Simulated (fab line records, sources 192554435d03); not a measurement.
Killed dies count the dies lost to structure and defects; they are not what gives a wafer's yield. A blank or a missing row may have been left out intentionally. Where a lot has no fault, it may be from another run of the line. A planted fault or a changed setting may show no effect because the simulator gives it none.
Struck lot and sound lot, side by side -- flow n5_finfet -- 28 out of 1938 route steps
Sound: wafers L826.2, L826.5, L826.6. Wafers struck: L822.1, L822.2, L822.5. Last of all comes the cause.
Per side, at each step with rows, come the tool, then ch with its chambers, and then its first start. Under that, the readings that differ: sound wafers -- struck wafers -- difference of the means -- sigmas: that difference in standard deviations of wafers without a fault.
alike: words and numbers the same on both sides, and readings whose means are apart by under 2 such deviations; not compared: readings that were withheld, readings missing a value for some wafer, numbers with overlapping values and no deviation given by the record, and bounds like >300 which may hide the same value.
The two part at a step that has a row with sigmas, a row that says differs or no value, or rows on one side only. When numbers do not overlap yet have no deviation, they are printed without sigmas and do not part them. A reading missing from all wafers of one side parts the sides only when that side holds two or more wafers.

first, 9 steps without rows for these wafers: N5_BEOL_M0_SAQP_EXPOSE_37 (exposes mask M0 CUT1, target cd 30 nm); N5_BEOL_M0_SAQP_PEB_38 (peb time 60 s); N5_BEOL_M0_SAQP_DEVELOP_39 (develop time 30 s); N5_BEOL_M0_SAQP_DESCUM_45 (chemistry O2, time 7 s); N5_BEOL_M0_SAQP_ETCH_88 (etches underlayer in N2/H2, target depth 6.5 nm, time 5.2 s); N5_BEOL_M0_SAQP_ETCH_73 (etches SiARC in CF4, target depth 19.5 nm, time 32.5 s); N5_BEOL_M0_SAQP_CUT_ETCH_46 (etches SOC in N2/H2, target depth 135 nm, overetch 27 nm, time 202.5 s); N5_BEOL_M0_SAQP_STRIP_74 (strips in N2/H2); N5_BEOL_M0_SAQP_STRIP_89 (strips in N2/H2).
N5_BEOL_M0_SAQP_ALD_48: deposits SiO2, target thk 20 nm, pulse time 1 s, co reactant pulse time 1 s.
  sound on ald_sin-02 ch 0,1, day 10 09:56; struck on ald_sin-01 ch 2,3, day 9 11:11
reading,sound,struck,difference,sigmas
ald_cycles,139 139 139,95 95 95,-44,
model.SiO2_of_BEOL_M0_SAQP_ALD_48.thk_nm (nm),20.2 20.2 20,13.8 13.8 13.8,-6.3,
  alike: heater_power_w, precursor_pulse_height_rel
then, 15 steps without rows for these wafers: N5_BEOL_M0_SAQP_ETCH_49 (etches SiO2 in CF4/O2, target depth 37 nm); N5_BEOL_M0_SAQP_STRIP_75 (strips in CF4); N5_BEOL_M0_CUTY_COAT_50 (time 60 s, resist thk 15 nm); N5_BEOL_M0_CUTY_COAT_51 (resist thk 150 nm); N5_BEOL_M0_CUTY_EBR_52; N5_BEOL_M0_CUTY_SOFTBAKE_53 (time 60 s); N5_BEOL_M0_CUTY_EXPOSE_54 (exposes mask M0 ABLK); N5_BEOL_M0_CUTY_PEB_55 (peb time 60 s); N5_BEOL_M0_CUTY_DEVELOP_56 (develop time 30 s); N5_BEOL_M0_CUTY_DESCUM_61 (chemistry O2, time 7.9 s); N5_BEOL_M0_CUTY_ETCH_62 (etches SiARC in CF4, time 58.5 s); N5_BEOL_M0_CUTY_ETCH_63 (etches SOC in N2/H2, target depth 82.7 nm, overetch 16.5 nm, time 124 s); N5_BEOL_M0_CUTY_STRIP_64 (strips in N2/H2); N5_BEOL_M0_ETCH_138 (etches SiCN in CH3F/O2, target depth 12 nm, time 31.6 s); N5_BEOL_M0_HM_OPEN_105 (chemistry Cl2/BCl3, target TiN, target depth 12 nm).
N5_BEOL_M0_STRIP_140: strips in CF4.
  sound on rie_diel-02 ch 0,3, day 10 11:25; struck on rie_diel-04 ch 0,3, day 9 14:08
reading,sound,struck,difference,sigmas
model.SiO2_of_BEOL_M0_SAQP_ALD_48.thk_nm (nm),11.6 11.4 11.6,7.6 8.2 7.8,-3.7,
  alike: drypump_motor_current_A, oes_product_au, rf_vpp_V, showerhead_plenum_p_Torr, throttle_valve_pct
  not compared: rf_hours_counter_h
then, 1 step without rows for these wafers: N5_BEOL_M0_STRIP_104 (strips in N2/H2).
-- here the record skips 5 days between the struck wafers' starts before and after, leaving off in module BEOL_M0 and picking up in module BEOL_M4 (first step shown: number 1111 of the route) --
N5_BEOL_M4_RC_MEAS_101:
  sound on prober-01 ch 0, day 14 10:22; struck on prober-01 ch 0, day 14 02:55
  alike: DIBL_N, DIBL_P, IOFF_N, IOFF_P, ION_N, ION_P, SS_N, SS_P, VT_N, VT_P

== WHERE THEY PART ==
Nowhere in this record.

WHY: whatever the simulator had introduced
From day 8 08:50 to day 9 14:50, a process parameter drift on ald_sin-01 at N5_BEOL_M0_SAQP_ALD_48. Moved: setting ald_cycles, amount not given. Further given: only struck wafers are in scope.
